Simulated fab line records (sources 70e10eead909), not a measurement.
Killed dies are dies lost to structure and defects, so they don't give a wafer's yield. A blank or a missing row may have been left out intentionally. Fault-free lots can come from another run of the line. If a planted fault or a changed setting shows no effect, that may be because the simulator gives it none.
fab line records :: flow nandHarc
[record]
  lots = 7
  wafers = 21
  lastDay = 24
route steps=1159 shown A_ONON_D1@428 END@1159
lots that met no fault: from a run of the same line without faults
startH: hours from the record's opening day to when the first of the lot's shown wafers began :: waitH: hours from the lot's prior step to this one :: " repeats the value in the row above :: L1.1+2: several wafers, shown together as one row :: - either no value or no given start :: * or withheld: withheld :: < > ~ a bound
route shown NAME@n: names a module that has steps shown in the file, with the first one's number in the route :: usual: average and standard deviation across the fault-free wafers :: same: alike in all rows :: chamber/n: place in a boat :: sites: per-site readings :: _std_site: their standard deviation :: _edge_site: outer sites' mean less inner sites' :: radiusMm: how far each site lies from the wafer's centre :: mask NAME#n: copy n :: behind: the tool/chamber that last shaped the wafer :: hold: what put the lot on hold/how long, in hours/how the hold closed :: device: whichever transistor did not switch (one of n, p or np) :: end of line: at the end of the route, the tests of the same wafers :: where a step has no rows: the recipe by itself :: killed: count of dies lost to structure and defects at first sort (not the wafer's yield) :: map: a wafer's dies, marking killed ones x, the rest . and places with no die _
set.NAME: the setting that was run; set.NAME@STEP: the one run at that earlier step :: model.NAME: the simulator's own value behind a step, which no gauge read
certain route steps with their lots: each step a table, each wafer a row
services: the hour from which a tool's chamber was out of use, counted from the record's first day as startH (under 0 if before that day), plus the number of hours and why
[[steps]]
[step NHARC_A_ONON_D1_DEP_06]
[recipe]
  targetThkA = 10000
  n2FlowSccm = 2750
  n2oFlowSccm = 2000
  nh3FlowSccm = 500
  sih4FlowSccm = 210
  tempC = 400
[step NHARC_A_ONON_D1_THK_MEAS_08]
[recipe]
  thkMeasGauge = ellipsometry
[usual]
  thkNm = 1000/9.8
lot.wafer: L544.2
tool: filmMetro-01
chamber: -
startH: 205.23
waitH: -
thkNm: 992

lot.wafer: L544.3
tool: filmMetro-01
chamber: -
startH: 205.23
waitH: -
thkNm: 994

lot.wafer: L544.4
tool: filmMetro-01
chamber: -
startH: 205.23
waitH: -
thkNm: 992

lot.wafer: L547.1
tool: filmMetro-02
chamber: -
startH: 211.87
waitH: -
thkNm: 1005

lot.wafer: L547.5
tool: filmMetro-02
chamber: -
startH: 211.87
waitH: -
thkNm: 1006

lot.wafer: L547.6
tool: filmMetro-02
chamber: -
startH: 211.87
waitH: -
thkNm: 1005

lot.wafer: L548.1
tool: filmMetro-01
chamber: -
startH: 239.47
waitH: -
thkNm: 997

lot.wafer: L548.4
tool: filmMetro-01
chamber: -
startH: 239.47
waitH: -
thkNm: 998

lot.wafer: L548.6
tool: filmMetro-01
chamber: -
startH: 239.47
waitH: -
thkNm: 997

lot.wafer: L549.1
tool: filmMetro-02
chamber: -
startH: 239.80
waitH: -
thkNm: 1003

lot.wafer: L549.3
tool: filmMetro-02
chamber: -
startH: 239.80
waitH: -
thkNm: 1005

lot.wafer: L549.4
tool: filmMetro-02
chamber: -
startH: 239.80
waitH: -
thkNm: 1005

lot.wafer: L554.1
tool: filmMetro-01
chamber: -
startH: 259.66
waitH: -
thkNm: 1003

lot.wafer: L554.2
tool: filmMetro-01
chamber: -
startH: 259.66
waitH: -
thkNm: 1005

lot.wafer: L554.4
tool: filmMetro-01
chamber: -
startH: 259.66
waitH: -
thkNm: 1002

lot.wafer: L553.2
tool: filmMetro-02
chamber: -
startH: 259.66
waitH: -
thkNm: 1004

lot.wafer: L553.4
tool: filmMetro-02
chamber: -
startH: 259.66
waitH: -
thkNm: 1006

lot.wafer: L553.6
tool: filmMetro-02
chamber: -
startH: 259.66
waitH: -
thkNm: 1004

lot.wafer: L556.2
tool: filmMetro-02
chamber: -
startH: 268.88
waitH: -
thkNm: 1003

lot.wafer: L556.3
tool: filmMetro-02
chamber: -
startH: 268.88
waitH: -
thkNm: 1006

lot.wafer: L556.5
tool: filmMetro-02
chamber: -
startH: 268.88
waitH: -
thkNm: 1004
[step NHARC_A_ONON_D1_DEP_09]
[recipe]
  targetThkA = 10000
  n2FlowSccm = 2750
  n2oFlowSccm = 2000
  nh3FlowSccm = 500
  sih4FlowSccm = 210
  tempC = 400
[step NHARC_A_ONON_D1_THK_MEAS_11]
[recipe]
  thkMeasGauge = ellipsometry
[usual]
  thkNm = 998/8
lot.wafer: L544.2
tool: filmMetro-01
chamber: -
startH: 205.79
waitH: -
thkNm: 988

lot.wafer: L544.3
tool: filmMetro-01
chamber: -
startH: 205.79
waitH: -
thkNm: 987

lot.wafer: L544.4
tool: filmMetro-01
chamber: -
startH: 205.79
waitH: -
thkNm: 989

lot.wafer: L547.1
tool: filmMetro-01
chamber: -
startH: 212.44
waitH: -
thkNm: 995

lot.wafer: L547.5
tool: filmMetro-01
chamber: -
startH: 212.44
waitH: -
thkNm: 994

lot.wafer: L547.6
tool: filmMetro-01
chamber: -
startH: 212.44
waitH: -
thkNm: 997

lot.wafer: L548.1
tool: filmMetro-02
chamber: -
startH: 240.04
waitH: -
thkNm: 1011

lot.wafer: L548.4
tool: filmMetro-02
chamber: -
startH: 240.04
waitH: -
thkNm: 1013

lot.wafer: L548.6
tool: filmMetro-02
chamber: -
startH: 240.04
waitH: -
thkNm: 1014

lot.wafer: L549.1
tool: filmMetro-01
chamber: -
startH: 240.39
waitH: -
thkNm: 999

lot.wafer: L549.3
tool: filmMetro-01
chamber: -
startH: 240.39
waitH: -
thkNm: 999

lot.wafer: L549.4
tool: filmMetro-01
chamber: -
startH: 240.39
waitH: -
thkNm: 998

lot.wafer: L554.1
tool: filmMetro-02
chamber: -
startH: 260.22
waitH: -
thkNm: 1003

lot.wafer: L554.2
tool: filmMetro-02
chamber: -
startH: 260.22
waitH: -
thkNm: 1003

lot.wafer: L554.4
tool: filmMetro-02
chamber: -
startH: 260.22
waitH: -
thkNm: 1002

lot.wafer: L553.2
tool: filmMetro-01
chamber: -
startH: 260.23
waitH: -
thkNm: 989

lot.wafer: L553.4
tool: filmMetro-01
chamber: -
startH: 260.23
waitH: -
thkNm: 987

lot.wafer: L553.6
tool: filmMetro-01
chamber: -
startH: 260.23
waitH: -
thkNm: 989

lot.wafer: L556.2
tool: filmMetro-02
chamber: -
startH: 269.44
waitH: -
thkNm: 994

lot.wafer: L556.3
tool: filmMetro-02
chamber: -
startH: 269.44
waitH: -
thkNm: 995

lot.wafer: L556.5
tool: filmMetro-02
chamber: -
startH: 269.44
waitH: -
thkNm: 994
[step NHARC_A_ONON_D1_DEP_12]
[recipe]
  targetThkA = 10000
  n2FlowSccm = 2750
  n2oFlowSccm = 2000
  nh3FlowSccm = 500
  sih4FlowSccm = 210
  tempC = 400
[step NHARC_A_ONON_D1_THK_MEAS_14]
[recipe]
  thkMeasGauge = ellipsometry
[usual]
  thkNm = 999/10
lot.wafer: L544.2
tool: filmMetro-01
chamber: -
startH: 206.49
waitH: -
thkNm: 999

lot.wafer: L544.3
tool: filmMetro-01
chamber: -
startH: 206.49
waitH: -
thkNm: 999

lot.wafer: L544.4
tool: filmMetro-01
chamber: -
startH: 206.49
waitH: -
thkNm: 999

lot.wafer: L547.1
tool: filmMetro-01
chamber: -
startH: 213.01
waitH: -
thkNm: 1010

lot.wafer: L547.5
tool: filmMetro-01
chamber: -
startH: 213.01
waitH: -
thkNm: 1008

lot.wafer: L547.6
tool: filmMetro-01
chamber: -
startH: 213.01
waitH: -
thkNm: 1010

lot.wafer: L548.1
tool: filmMetro-02
chamber: -
startH: 240.60
waitH: -
thkNm: 987

lot.wafer: L548.4
tool: filmMetro-02
chamber: -
startH: 240.60
waitH: -
thkNm: 987

lot.wafer: L548.6
tool: filmMetro-02
chamber: -
startH: 240.60
waitH: -
thkNm: 985

lot.wafer: L549.1
tool: filmMetro-01
chamber: -
startH: 240.96
waitH: -
thkNm: 994

lot.wafer: L549.3
tool: filmMetro-01
chamber: -
startH: 240.96
waitH: -
thkNm: 994

lot.wafer: L549.4
tool: filmMetro-01
chamber: -
startH: 240.96
waitH: -
thkNm: 991

lot.wafer: L554.1
tool: filmMetro-01
chamber: -
startH: 260.78
waitH: -
thkNm: 1009

lot.wafer: L554.2
tool: filmMetro-01
chamber: -
startH: 260.78
waitH: -
thkNm: 1010

lot.wafer: L554.4
tool: filmMetro-01
chamber: -
startH: 260.78
waitH: -
thkNm: 1010

lot.wafer: L553.2
tool: filmMetro-02
chamber: -
startH: 260.80
waitH: -
thkNm: 987

lot.wafer: L553.4
tool: filmMetro-02
chamber: -
startH: 260.80
waitH: -
thkNm: 987

lot.wafer: L553.6
tool: filmMetro-02
chamber: -
startH: 260.80
waitH: -
thkNm: 985

lot.wafer: L556.2
tool: filmMetro-02
chamber: -
startH: 270.01
waitH: -
thkNm: 993

lot.wafer: L556.3
tool: filmMetro-02
chamber: -
startH: 270.01
waitH: -
thkNm: 992

lot.wafer: L556.5
tool: filmMetro-02
chamber: -
startH: 270.01
waitH: -
thkNm: 991
[step NHARC_A_ONON_D1_ANNEAL_15]
[recipe]
  tempC = 750
  timeS = 3600
[step NHARC_A_ONON_D1_DEP_16]
[recipe]
  targetThkA = 10000
  n2FlowSccm = 2750
  n2oFlowSccm = 2000
  nh3FlowSccm = 500
  sih4FlowSccm = 210
  tempC = 400
[step NHARC_A_ONON_D1_THK_MEAS_18]
[recipe]
  thkMeasGauge = ellipsometry
[usual]
  thkNm = 998/10
lot.wafer: L544.2
tool: filmMetro-02
chamber: -
startH: 214.60
waitH: -
thkNm: 1008

lot.wafer: L544.3
tool: filmMetro-02
chamber: -
startH: 214.60
waitH: -
thkNm: 1008

lot.wafer: L544.4
tool: filmMetro-02
chamber: -
startH: 214.60
waitH: -
thkNm: 1010

lot.wafer: L547.1
tool: filmMetro-01
chamber: -
startH: 222.32
waitH: -
thkNm: 1007

lot.wafer: L547.5
tool: filmMetro-01
chamber: -
startH: 222.32
waitH: -
thkNm: 1007

lot.wafer: L547.6
tool: filmMetro-01
chamber: -
startH: 222.32
waitH: -
thkNm: 1009

lot.wafer: L548.1
tool: filmMetro-01
chamber: -
startH: 247.72
waitH: -
thkNm: 1016

lot.wafer: L548.4
tool: filmMetro-01
chamber: -
startH: 247.72
waitH: -
thkNm: 1015

lot.wafer: L548.6
tool: filmMetro-01
chamber: -
startH: 247.72
waitH: -
thkNm: 1016

lot.wafer: L549.1
tool: filmMetro-02
chamber: -
startH: 248.08
waitH: -
thkNm: 1011

lot.wafer: L549.3
tool: filmMetro-02
chamber: -
startH: 248.08
waitH: -
thkNm: 1008

lot.wafer: L549.4
tool: filmMetro-02
chamber: -
startH: 248.08
waitH: -
thkNm: 1009

lot.wafer: L554.1
tool: filmMetro-02
chamber: -
startH: 267.85
waitH: -
thkNm: 999

lot.wafer: L554.2
tool: filmMetro-02
chamber: -
startH: 267.85
waitH: -
thkNm: 1002

lot.wafer: L554.4
tool: filmMetro-02
chamber: -
startH: 267.85
waitH: -
thkNm: 1002

lot.wafer: L553.2
tool: filmMetro-02
chamber: -
startH: 268.10
waitH: -
thkNm: 990

lot.wafer: L553.4
tool: filmMetro-02
chamber: -
startH: 268.10
waitH: -
thkNm: 992

lot.wafer: L553.6
tool: filmMetro-02
chamber: -
startH: 268.10
waitH: -
thkNm: 989

lot.wafer: L556.2
tool: filmMetro-01
chamber: -
startH: 277.08
waitH: -
thkNm: 995

lot.wafer: L556.3
tool: filmMetro-01
chamber: -
startH: 277.08
waitH: -
thkNm: 994

lot.wafer: L556.5
tool: filmMetro-01
chamber: -
startH: 277.08
waitH: -
thkNm: 994
[step NHARC_A_ONON_D1_DEP_19]
[recipe]
  targetThkA = 10000
  n2FlowSccm = 2750
  n2oFlowSccm = 2000
  nh3FlowSccm = 500
  sih4FlowSccm = 210
  tempC = 400
[step NHARC_A_ONON_D1_THK_MEAS_21]
[recipe]
  thkMeasGauge = ellipsometry
[usual]
  thkNm = 999/9.1
lot.wafer: L544.2
tool: filmMetro-01
chamber: -
startH: 215.17
waitH: -
thkNm: 1004

lot.wafer: L544.3
tool: filmMetro-01
chamber: -
startH: 215.17
waitH: -
thkNm: 1006

lot.wafer: L544.4
tool: filmMetro-01
chamber: -
startH: 215.17
waitH: -
thkNm: 1006

lot.wafer: L547.1
tool: filmMetro-02
chamber: -
startH: 222.88
waitH: -
thkNm: 995

lot.wafer: L547.5
tool: filmMetro-02
chamber: -
startH: 222.88
waitH: -
thkNm: 994

lot.wafer: L547.6
tool: filmMetro-02
chamber: -
startH: 222.88
waitH: -
thkNm: 995

lot.wafer: L548.1
tool: filmMetro-01
chamber: -
startH: 248.29
waitH: -
thkNm: 1002

lot.wafer: L548.4
tool: filmMetro-01
chamber: -
startH: 248.29
waitH: -
thkNm: 1004

lot.wafer: L548.6
tool: filmMetro-01
chamber: -
startH: 248.29
waitH: -
thkNm: 1004

lot.wafer: L549.1
tool: filmMetro-02
chamber: -
startH: 248.65
waitH: -
thkNm: 998

lot.wafer: L549.3
tool: filmMetro-02
chamber: -
startH: 248.65
waitH: -
thkNm: 1000

lot.wafer: L549.4
tool: filmMetro-02
chamber: -
startH: 248.65
waitH: -
thkNm: 1001

lot.wafer: L554.1
tool: filmMetro-02
chamber: -
startH: 268.46
waitH: -
thkNm: 986

lot.wafer: L554.2
tool: filmMetro-02
chamber: -
startH: 268.46
waitH: -
thkNm: 985

lot.wafer: L554.4
tool: filmMetro-02
chamber: -
startH: 268.46
waitH: -
thkNm: 986

lot.wafer: L553.2
tool: filmMetro-02
chamber: -
startH: 268.67
waitH: -
thkNm: 1011

lot.wafer: L553.4
tool: filmMetro-02
chamber: -
startH: 268.67
waitH: -
thkNm: 1012

lot.wafer: L553.6
tool: filmMetro-02
chamber: -
startH: 268.67
waitH: -
thkNm: 1011

lot.wafer: L556.2
tool: filmMetro-01
chamber: -
startH: 277.66
waitH: -
thkNm: 1009

lot.wafer: L556.3
tool: filmMetro-01
chamber: -
startH: 277.66
waitH: -
thkNm: 1010

lot.wafer: L556.5
tool: filmMetro-01
chamber: -
startH: 277.66
waitH: -
thkNm: 1008
[step NHARC_A_ONON_D1_DEP_22]
[recipe]
  targetThkA = 10000
  n2FlowSccm = 2750
  n2oFlowSccm = 2000
  nh3FlowSccm = 500
  sih4FlowSccm = 210
  tempC = 400
[usual]
  n2FlowSccm = 2752/8.5
lot.wafer: L544.2
tool: pecvdOnon-01
chamber: 0
startH: 215.29
waitH: 0.1
n2FlowSccm: 2758

lot.wafer: L544.3
tool: pecvdOnon-01
chamber: 0
startH: 215.29
waitH: 0.1
n2FlowSccm: 2749

lot.wafer: L544.4
tool: pecvdOnon-01
chamber: 0
startH: 215.29
waitH: 0.1
n2FlowSccm: 2743

lot.wafer: L547.1
tool: pecvdOnon-01
chamber: 0
startH: 222.94
waitH: 0.1
n2FlowSccm: 2748

lot.wafer: L547.5
tool: pecvdOnon-01
chamber: 0
startH: 222.94
waitH: 0.1
n2FlowSccm: 2746

lot.wafer: L547.6
tool: pecvdOnon-01
chamber: 0
startH: 222.94
waitH: 0.1
n2FlowSccm: 2750

lot.wafer: L548.1
tool: pecvdOnon-01
chamber: 0
startH: 248.35
waitH: 0.1
n2FlowSccm: 2752

lot.wafer: L548.4
tool: pecvdOnon-01
chamber: 0
startH: 248.35
waitH: 0.1
n2FlowSccm: 2752

lot.wafer: L548.6
tool: pecvdOnon-01
chamber: 0
startH: 248.35
waitH: 0.1
n2FlowSccm: 2750

lot.wafer: L549.1
tool: pecvdOnon-01
chamber: 0
startH: 248.70
waitH: 0.1
n2FlowSccm: 2744

lot.wafer: L549.3
tool: pecvdOnon-01
chamber: 0
startH: 248.70
waitH: 0.1
n2FlowSccm: 2736

lot.wafer: L549.4
tool: pecvdOnon-01
chamber: 0
startH: 248.70
waitH: 0.1
n2FlowSccm: 2755

lot.wafer: L554.1
tool: pecvdOnon-04
chamber: 0
startH: 268.51
waitH: 0.1
n2FlowSccm: 2767

lot.wafer: L554.2
tool: pecvdOnon-04
chamber: 0
startH: 268.51
waitH: 0.1
n2FlowSccm: 2762

lot.wafer: L554.4
tool: pecvdOnon-04
chamber: 0
startH: 268.51
waitH: 0.1
n2FlowSccm: 2760

lot.wafer: L553.2
tool: pecvdOnon-01
chamber: 0
startH: 268.79
waitH: 0.1
n2FlowSccm: 2741

lot.wafer: L553.4
tool: pecvdOnon-01
chamber: 0
startH: 268.79
waitH: 0.1
n2FlowSccm: 2744

lot.wafer: L553.6
tool: pecvdOnon-01
chamber: 0
startH: 268.79
waitH: 0.1
n2FlowSccm: 2764

lot.wafer: L556.2
tool: pecvdOnon-03
chamber: 0
startH: 277.77
waitH: 0.1
n2FlowSccm: 2754

lot.wafer: L556.3
tool: pecvdOnon-03
chamber: 0
startH: 277.77
waitH: 0.1
n2FlowSccm: 2754

lot.wafer: L556.5
tool: pecvdOnon-03
chamber: 0
startH: 277.77
waitH: 0.1
n2FlowSccm: 2757
[step NHARC_A_ONON_D1_THK_MEAS_24]
[recipe]
  thkMeasGauge = ellipsometry
[usual]
  thkNm = 1000/9.5
lot.wafer: L544.2
tool: filmMetro-02
chamber: -
startH: 215.74
waitH: -
thkNm: 988

lot.wafer: L544.3
tool: filmMetro-02
chamber: -
startH: 215.74
waitH: -
thkNm: 988

lot.wafer: L544.4
tool: filmMetro-02
chamber: -
startH: 215.74
waitH: -
thkNm: 988

lot.wafer: L547.1
tool: filmMetro-02
chamber: -
startH: 223.45
waitH: -
thkNm: 1001

lot.wafer: L547.5
tool: filmMetro-02
chamber: -
startH: 223.45
waitH: -
thkNm: 1001

lot.wafer: L547.6
tool: filmMetro-02
chamber: -
startH: 223.45
waitH: -
thkNm: 1002

lot.wafer: L548.1
tool: filmMetro-01
chamber: -
startH: 248.86
waitH: -
thkNm: 1003

lot.wafer: L548.4
tool: filmMetro-01
chamber: -
startH: 248.86
waitH: -
thkNm: 1301

lot.wafer: L548.6
tool: filmMetro-01
chamber: -
startH: 248.86
waitH: -
thkNm: 1003

lot.wafer: L549.1
tool: filmMetro-02
chamber: -
startH: 249.22
waitH: -
thkNm: 996

lot.wafer: L549.3
tool: filmMetro-02
chamber: -
startH: 249.22
waitH: -
thkNm: 994

lot.wafer: L549.4
tool: filmMetro-02
chamber: -
startH: 249.22
waitH: -
thkNm: 1294

lot.wafer: L554.1
tool: filmMetro-01
chamber: -
startH: 269.03
waitH: -
thkNm: 1000

lot.wafer: L554.2
tool: filmMetro-01
chamber: -
startH: 269.03
waitH: -
thkNm: 1001

lot.wafer: L554.4
tool: filmMetro-01
chamber: -
startH: 269.03
waitH: -
thkNm: 1000

lot.wafer: L553.2
tool: filmMetro-02
chamber: -
startH: 269.24
waitH: -
thkNm: 1302

lot.wafer: L553.4
tool: filmMetro-02
chamber: -
startH: 269.24
waitH: -
thkNm: 1305

lot.wafer: L553.6
tool: filmMetro-02
chamber: -
startH: 269.24
waitH: -
thkNm: 1006

lot.wafer: L556.2
tool: filmMetro-01
chamber: -
startH: 278.22
waitH: -
thkNm: 1009

lot.wafer: L556.3
tool: filmMetro-01
chamber: -
startH: 278.22
waitH: -
thkNm: 1009

lot.wafer: L556.5
tool: filmMetro-01
chamber: -
startH: 278.22
waitH: -
thkNm: 1010
[step NHARC_A_ONON_D1_DEP_25]
[recipe]
  targetThkA = 10000
  n2FlowSccm = 2750
  n2oFlowSccm = 2000
  nh3FlowSccm = 500
  sih4FlowSccm = 210
  tempC = 400
[step NHARC_END_SORT_01]
[recipe]
  tempC = 25
[usual]
  killedAtArray = 29/13
  killedAtOther = 0.7/1
  killedAtPeriphery = 3.2/2.3
  killedDies = 33/13
  killedOpen = 3.3/1.7
  killedShort = 2.0/1.5
[same]
  grossDies = 677
lot.wafer: L548.4
tool: prober-01
chamber: 0
startH: 520.57
waitH: 3.3
killedAtArray: 675
killedAtOther: 0
killedAtPeriphery: 2
killedDies: 677
killedOpen: 2
killedShort: 0

lot.wafer: L549.4
tool: prober-02
chamber: 0
startH: 523.55
waitH: 3.4
killedAtArray: 675
killedAtOther: 0
killedAtPeriphery: 2
killedDies: 677
killedOpen: 1
killedShort: 2

lot.wafer: L553.2
tool: prober-01
chamber: 0
startH: 549.04
waitH: 2.8
killedAtArray: 675
killedAtOther: 1
killedAtPeriphery: 1
killedDies: 677
killedOpen: 2
killedShort: 3

lot.wafer: L553.4
tool: prober-01
chamber: 0
startH: 550.65
waitH: 3.4
killedAtArray: 676
killedAtOther: 0
killedAtPeriphery: 1
killedDies: 677
killedOpen: 4
killedShort: 1
// killed by level:class
L548.4 A_ONON_D1:areaDep=629 A_CHANNEL_HOLE_D1:chamberFilmFlake=23 A_SLIT:chamberFilmFlake=20 P_CONTACT:geometricParticle:open=1 A_ONON_D1:geometricParticle:open=1 P_M2:chamberFilmFlake=1 A_ZERO_WELL:chamberFilmFlake=1 A_CONTACT:chamberFilmFlake=1
L549.4 A_ONON_D1:areaDep=655 A_CHANNEL_HOLE_D1:chamberFilmFlake=13 A_STAIRCASE:chamberFilmFlake=2 A_CONTACT:chamberFilmFlake=2 P_GATE:geometricParticle:short=1 A_CONTACT:geometricParticle:short=1 A_CONTACT:geometricParticle:open=1 P_STI:chamberFilmFlake=1
L553.2 A_ONON_D1:areaDep=656 A_CHANNEL_HOLE_D1:chamberFilmFlake=14 A_ONON_D1:geometricParticle:open=1 A_ONON_D1:geometricParticle:short=1 A_BLC:geometricParticle:open=1 A_M1:geometricParticle:short=1 P_STI:chamberFilmFlake=1 STARTING-WAFER:geometricParticle:short=1
L553.4 A_ONON_D1:areaDep=648 A_CHANNEL_HOLE_D1:chamberFilmFlake=23 P_M0:geometricParticle:open=1 A_ONON_D1:geometricParticle:open=1 A_CONTACT:geometricParticle:short=1 A_BLC:geometricParticle:open=1 A_M1:geometricParticle:open=1 A_CONTACT:chamberFilmFlake=1
// map L548.4 (x killed, . not)
____________x____________
_________xxxxxxx_________
_______xxxxxxxxxxx_______
______xxxxxxxxxxxxx______
_____xxxxxxxxxxxxxxx_____
____xxxxxxxxxxxxxxxxx____
____xxxxxxxxxxxxxxxxx____
___xxxxxxxxxxxxxxxxxxx___
___xxxxxxxxxxxxxxxxxxx___
__xxxxxxxxxxxxxxxxxxxxx__
__xxxxxxxxxxxxxxxxxxxxx__
_xxxxxxxxxxxxxxxxxxxxxxx_
_xxxxxxxxxxxxxxxxxxxxxxx_
_xxxxxxxxxxxxxxxxxxxxxxx_
_xxxxxxxxxxxxxxxxxxxxxxx_
_xxxxxxxxxxxxxxxxxxxxxxx_
xxxxxxxxxxxxxxxxxxxxxxxxx
xxxxxxxxxxxxxxxxxxxxxxxxx
xxxxxxxxxxxxxxxxxxxxxxxxx
xxxxxxxxxxxxxxxxxxxxxxxxx
xxxxxxxxxxxxxxxxxxxxxxxxx
_xxxxxxxxxxxxxxxxxxxxxxx_
_xxxxxxxxxxxxxxxxxxxxxxx_
_xxxxxxxxxxxxxxxxxxxxxxx_
_xxxxxxxxxxxxxxxxxxxxxxx_
_xxxxxxxxxxxxxxxxxxxxxxx_
__xxxxxxxxxxxxxxxxxxxxx__
__xxxxxxxxxxxxxxxxxxxxx__
___xxxxxxxxxxxxxxxxxxx___
___xxxxxxxxxxxxxxxxxxx___
____xxxxxxxxxxxxxxxxx____
____xxxxxxxxxxxxxxxxx____
_____xxxxxxxxxxxxxxx_____
______xxxxxxxxxxxxx______
_______xxxxxxxxxxx_______
_________xxxxxxx_________
____________x____________
// map L549.4 (x killed, . not)
____________x____________
_________xxxxxxx_________
_______xxxxxxxxxxx_______
______xxxxxxxxxxxxx______
_____xxxxxxxxxxxxxxx_____
____xxxxxxxxxxxxxxxxx____
____xxxxxxxxxxxxxxxxx____
___xxxxxxxxxxxxxxxxxxx___
___xxxxxxxxxxxxxxxxxxx___
__xxxxxxxxxxxxxxxxxxxxx__
__xxxxxxxxxxxxxxxxxxxxx__
_xxxxxxxxxxxxxxxxxxxxxxx_
_xxxxxxxxxxxxxxxxxxxxxxx_
_xxxxxxxxxxxxxxxxxxxxxxx_
_xxxxxxxxxxxxxxxxxxxxxxx_
_xxxxxxxxxxxxxxxxxxxxxxx_
xxxxxxxxxxxxxxxxxxxxxxxxx
xxxxxxxxxxxxxxxxxxxxxxxxx
xxxxxxxxxxxxxxxxxxxxxxxxx
xxxxxxxxxxxxxxxxxxxxxxxxx
xxxxxxxxxxxxxxxxxxxxxxxxx
_xxxxxxxxxxxxxxxxxxxxxxx_
_xxxxxxxxxxxxxxxxxxxxxxx_
_xxxxxxxxxxxxxxxxxxxxxxx_
_xxxxxxxxxxxxxxxxxxxxxxx_
_xxxxxxxxxxxxxxxxxxxxxxx_
__xxxxxxxxxxxxxxxxxxxxx__
__xxxxxxxxxxxxxxxxxxxxx__
___xxxxxxxxxxxxxxxxxxx___
___xxxxxxxxxxxxxxxxxxx___
____xxxxxxxxxxxxxxxxx____
____xxxxxxxxxxxxxxxxx____
_____xxxxxxxxxxxxxxx_____
______xxxxxxxxxxxxx______
_______xxxxxxxxxxx_______
_________xxxxxxx_________
____________x____________
[[services]]
tool: pecvdOnon-01
chamber: -
startH: 195.31
hours: 13.0
kind: pm

tool: pecvdOnon-04
chamber: -
startH: 237.00
hours: 13.0
kind: pm
[[key]]
[firstSign]
  step = NHARC_A_ONON_D1_THK_MEAS_24
  reading = thkNm
  direction = up
  sigmas = 31
  usual = 1000
  struck = 1300
[effect]
  step = NHARC_END_SORT_01
  reading = killedAtArray
  direction = up
  sigmas = 51
  usual = 29
  struck = 675
[moreKillsBornAt]
  NHARC_A_ONON_D1_DEP_22@pecvdOnon-01 = 2588
metAt NHARC_A_ONON_D1_DEP_22
struckWafers L548.4,L549.4,L553.2,L553.4
laterRowsLeftOut L548.4,L549.4,L553.2,L553.4
testerLeftOut L548,L549,L553
[fault]
  kind = processParameterDrift
  tool = pecvdOnon-01
  chamber = -
  onsetH = 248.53
  steps = NHARC_A_ONON_D1_DEP_22
  channel = targetThkA
  offset = *
  shape = step
  endH = 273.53
  scope = struckWafersOnly
  actsIn = *
  stated = *
// testerLeftOut: of these lots the tester's yield and bins aren't shown, on N5 and GAA mostly nor the transistor test; their killed dies are dies lost to structure and defects alone, not to doping, threshold or leakage, so they don't give the yield
// laterRowsLeftOut: the simulator's readings of these wafers behind a module that went badly wrong aren't trusted and aren't shown, but for the sort
